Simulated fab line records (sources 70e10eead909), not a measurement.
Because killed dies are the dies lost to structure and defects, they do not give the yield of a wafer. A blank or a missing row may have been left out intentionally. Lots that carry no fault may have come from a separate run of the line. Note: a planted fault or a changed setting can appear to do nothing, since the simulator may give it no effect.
A lot that was struck, set against a sound lot -- flow nandHarc -- 15 steps out of a route of 1159
Sound: the wafers L966.1, L966.4, L966.5. Struck: wafer L952.5 (left out: L952.2, L952.3 of the same lot, which were not struck); the cause appears at the end.
For every step that has rows: the tool of each side, followed by ch and its chambers, followed by its first start. Under that, the readings that differ: sound wafers -- struck wafers -- difference of the means -- sigmas: that difference in standard deviations of wafers without a fault.
alike: words and numbers the same on both sides, and readings whose means are apart by under 2 such deviations; not compared: readings that were withheld, readings missing a value for some wafer, numbers with overlapping values and no deviation given by the record, and bounds like >300 which may hide the same value.
A row with sigmas, a row that says differs or no value, or rows on one side alone: a step with any of these is where the two part. When numbers do not overlap yet have no deviation, they are printed without sigmas and do not part them. A reading that every wafer of one side lacks parts them only if that side has two wafers or more.

first, 8 steps without rows for these wafers: NHARC_A_BLC_COAT_02 (time 75 s); NHARC_A_BLC_COAT_03 (time 65 s); NHARC_A_BLC_COAT_04 (resist thk 90 nm); NHARC_A_BLC_SOFTBAKE_05 (time 55 s); NHARC_A_BLC_EBR_06; NHARC_A_BLC_EXPOSE_07 (exposes mask A BLC, target cd 100 nm); NHARC_A_BLC_PEB_08 (peb time 65 s); NHARC_A_BLC_DEVELOP_09 (develop time 35 s).
NHARC_A_BLC_CD_MEAS_10: target cd 100 nm.
  sound on cdSem-01 ch 0, day 21 07:38; struck on cdSem-03 ch 0, day 17 20:56
  alike: cdNm
NHARC_A_BLC_OVL_MEAS_11:
  struck on overlay-02, day 17 21:02; sound on overlay-02, day 21 07:43
  alike: overlayXNm, overlayYNm
NHARC_A_BLC_INSPECT_12:
  struck on defectInspect-02, day 17 21:04; sound on defectInspect-02, day 21 07:45
  alike: rawDefectCount
NHARC_A_BLC_DESCUM_15: chemistry O2, time 3 s.
  sound on rieDiel-02 ch 0,3, day 21 07:49; struck on rieDiel-02 ch 3, day 17 21:08
  alike: chamberPressureMTorr, drypumpMotorCurrentA, o2FlowSccm, oesProductAu, rfVppV, showerheadPlenumPTorr, throttleValvePct
  not compared: rfHoursCounterH
NHARC_A_BLC_ETCH_16: etches the open film in CF4, target depth 39 nm, time 65 s.
  sound on rieDiel-02 ch 0,1,3, day 21 07:54; struck on rieDiel-02 ch 3, day 17 21:13
reading,sound,struck,difference,sigmas
chamberPressureMTorr (mTorr),49.92 49.88 50.02,50.05,+0.11,+2
oesProductAu (a.u.),0.994 1.007 0.995,0.875,-0.124,-10
  alike: drypumpMotorCurrentA, rfVppV, showerheadPlenumPTorr, throttleValvePct
  not compared: rfHoursCounterH
NHARC_A_BLC_ETCH_17: etches the open film in N2/H2, target depth 390 nm, time 609.38 s.
  sound on rieDiel-02 ch 0,1,2; struck on rieDiel-02 ch 2
  alike: chamberPressureMTorr, drypumpMotorCurrentA, h2FlowSccm, oesProductAu, rfVppV, showerheadPlenumPTorr, throttleValvePct
  not compared: rfHoursCounterH
NHARC_END_SORT_01:
  the record has rows for the sound wafers here (prober-01 ch 0, day 23 07:19) and none for the struck ones

WHERE THEY PART
At NHARC_A_BLC_ETCH_16 first; at NHARC_END_SORT_01 last (within this record only).

WHY: whatever the simulator had introduced
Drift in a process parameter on rieDiel-02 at NHARC_A_BLC_ETCH_16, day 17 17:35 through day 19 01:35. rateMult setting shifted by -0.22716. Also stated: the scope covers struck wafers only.
